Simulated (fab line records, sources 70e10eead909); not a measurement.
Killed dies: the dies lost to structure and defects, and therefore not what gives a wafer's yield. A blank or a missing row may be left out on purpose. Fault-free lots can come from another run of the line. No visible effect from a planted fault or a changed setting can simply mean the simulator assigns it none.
Struck lot and sound lot, side by side + flow nand harc + 24 steps out of a route of 1159
Sound: these wafers, L280.1, L280.5, L280.6. Wafers struck: L291.2, L291.3, L291.5. The cause is given at the end.
Each step with rows lists, per side, the tool, then ch with its chambers, then its first start. Under that, the readings that differ: sound wafers + struck wafers + difference of the means + sigmas: that difference in standard deviations of wafers without a fault.
alike: readings with means less than 2 such deviations apart, plus words and numbers identical on both sides. not compared: withheld readings, readings lacking a value on some wafer, bounds such as >300 that could conceal the same value, and numbers that have no deviation in the record and whose values overlap.
A row with sigmas, a row that says differs or no value, or rows on one side alone: a step with any of these is where the two part. Numbers that have no deviation but don't overlap get no sigmas and don't part them. Lack of a reading on every wafer of one side parts them only where that side has two or more wafers.

NHARC_A_M0_INSPECT_27:
  struck on defect inspect-01, day 20 10:45; sound on defect inspect-02, day 17 21:30
  alike: raw defect count
NHARC_A_M0_PRE_CLEAN_31: time 12 s.
  sound on pecvd-01 ch 0,1,2, day 17 21:34; struck on pecvd-01 ch 0,2, day 20 10:49
  alike: heater power outer w, heater power w
NHARC_A_M0_DEP_32: deposits SiCN, target thk 30 nm.
  sound on pecvd-01 ch 0,1,2, day 17 21:39; struck on pecvd-01 ch 0,2, day 20 10:53
  alike: heater power outer w, heater power w
then, 8 steps without rows for these wafers: NHARC_A_M1_DEP_00 (deposits SiOC, target thk 182.5 nm); NHARC_A_M1_DEHYDRATE_01 (time 120 s); NHARC_A_M1_HMDS_02 (time 30 s); NHARC_A_M1_COAT_34 (time 65 s); NHARC_A_M1_COAT_03 (resist thk 90 nm); NHARC_A_M1_SOFTBAKE_04 (time 55 s); NHARC_A_M1_EBR_05; NHARC_A_M1_EXPOSE_06 (exposes mask A M1, target cd 120 nm).
NHARC_A_M1_PEB_07: peb time 65 s.
  sound on litho track-06 ch 0, day 17 22:49; struck on litho track-04 ch 0, day 20 12:16
| reading                  | sound               | struck               | difference | sigmas |
|--------------------------|---------------------|----------------------|------------|--------|
| heater power total W (W) | 156.0 157.1 156.1   | 167.4 167.6 166.7    | +10.8      | +26    |
| plate temp C (C)         | 100.06 100.02 99.97 | 104.92 104.82 104.88 | +4.86      | +40    |
then, 1 step without rows for these wafers: NHARC_A_M1_DEVELOP_08 (develop time 35 s).
NHARC_A_M1_CD_MEAS_09: target cd 120 nm.
  sound on cd sem-01 ch 0, day 17 22:53; struck on cd sem-03 ch 0, day 20 12:20
| reading    | sound             | struck            | difference | sigmas |
|------------|-------------------|-------------------|------------|--------|
| cd nm (nm) | 119.4 120.4 119.1 | 134.8 135.2 135.7 | +15.6      | +24    |
NHARC_A_M1_OVL_MEAS_10: pitch 240 nm.
  struck on overlay-01, day 20 12:26; sound on overlay-01, day 17 22:58
  alike: overlay x nm, overlay y nm
NHARC_A_M1_INSPECT_11:
  struck on defect inspect-02, day 20 12:28; sound on defect inspect-02, day 17 23:01
| reading          | sound    | struck   | difference | sigmas |
|------------------|----------|----------|------------|--------|
| raw defect count | 19 16 15 | 56 49 43 | +33        | +2     |
NHARC_A_M1_DESCUM_14: chemistry O2, time 3 s.
  sound on rie diel-04 ch 0,3, day 17 23:05; struck on rie diel-06 ch 0,1, day 20 12:32
| reading               | sound           | struck            | difference | sigmas |
|-----------------------|-----------------|-------------------|------------|--------|
| model.A_M1.cd nm (nm) | 120.2 121 120.1 | 134.8 134.2 135.8 | +14.5      |        |
  alike: drypump motor current A, oes product au, rf vpp V, showerhead plenum p Torr, throttle valve pct
  not compared: rf hours counter h
NHARC_A_M1_ETCH_35: etches the open film in N2/H2, target depth 40 nm, overetch 12 nm, time 43.94 s.
  sound on rie diel-04 ch 0,1,2, day 17 23:10; struck on rie diel-06 ch 1,2,3, day 20 12:37
  alike: drypump motor current A, oes product au, rf vpp V, showerhead plenum p Torr, throttle valve pct
  not compared: rf hours counter h
NHARC_A_M1_ETCH_15: etches the open film in C4F8/Ar, target depth 182.5 nm, time 91.2 s.
  sound: rie diel-04 ch 0,3; struck: rie diel-06 ch 1,2
| reading      | sound             | struck            | difference | sigmas |
|--------------|-------------------|-------------------|------------|--------|
| rf vpp V (V) | 445.1 445.6 438.9 | 436.5 437.7 438.4 | -5.7       | -2     |
  alike: oes product au
  not compared: rf hours counter h
NHARC_A_M1_CD_MEAS_16:
  struck on cd sem-02, day 20 12:50; sound on cd sem-02, day 17 23:23
| reading    | sound             | struck            | difference | sigmas |
|------------|-------------------|-------------------|------------|--------|
| cd nm (nm) | 120.6 120.7 120.1 | 134.5 134.4 135.7 | +14.4      | +16    |
NHARC_A_M1_STRIP_18: strips in N2/H2.
  sound on rie diel-06 ch 1,2,3, day 17 23:31; struck on rie diel-10 ch 1,2,3, day 20 12:58
  alike: drypump motor current A, oes product au, rf vpp V, showerhead plenum p Torr, throttle valve pct
  not compared: rf hours counter h
NHARC_A_M1_ETCH_28: etches the open film in CF4/N2, target depth 30 nm, time 72.99 s.
  sound: rie diel-06 ch 1,3; struck: rie diel-10 ch 0,1
| reading               | sound           | struck            | difference | sigmas |
|-----------------------|-----------------|-------------------|------------|--------|
| model.A_M1.cd nm (nm) | 120.4 120 120.3 | 134.1 133.8 135.4 | +14.2      |        |
  alike: drypump motor current A, oes product au, rf vpp V, showerhead plenum p Torr, throttle valve pct
  not compared: rf hours counter h
then, 1 step without rows for these wafers: NHARC_A_M1_STRIP_19 (strips in post etch residue remover, time 600 s).
NHARC_END_SORT_01:
  at this point the record logs the struck wafers (prober-02 ch 0, day 22 10:44) and has no rows for the sound ones

== WHERE THEY PART ==
Last at NHARC_END_SORT_01 as far as this record goes, first at NHARC_A_M1_PEB_07.

WHY: what the simulator had put in
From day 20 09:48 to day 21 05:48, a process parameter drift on litho track-04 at NHARC_A_M1_PEB_07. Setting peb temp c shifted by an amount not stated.
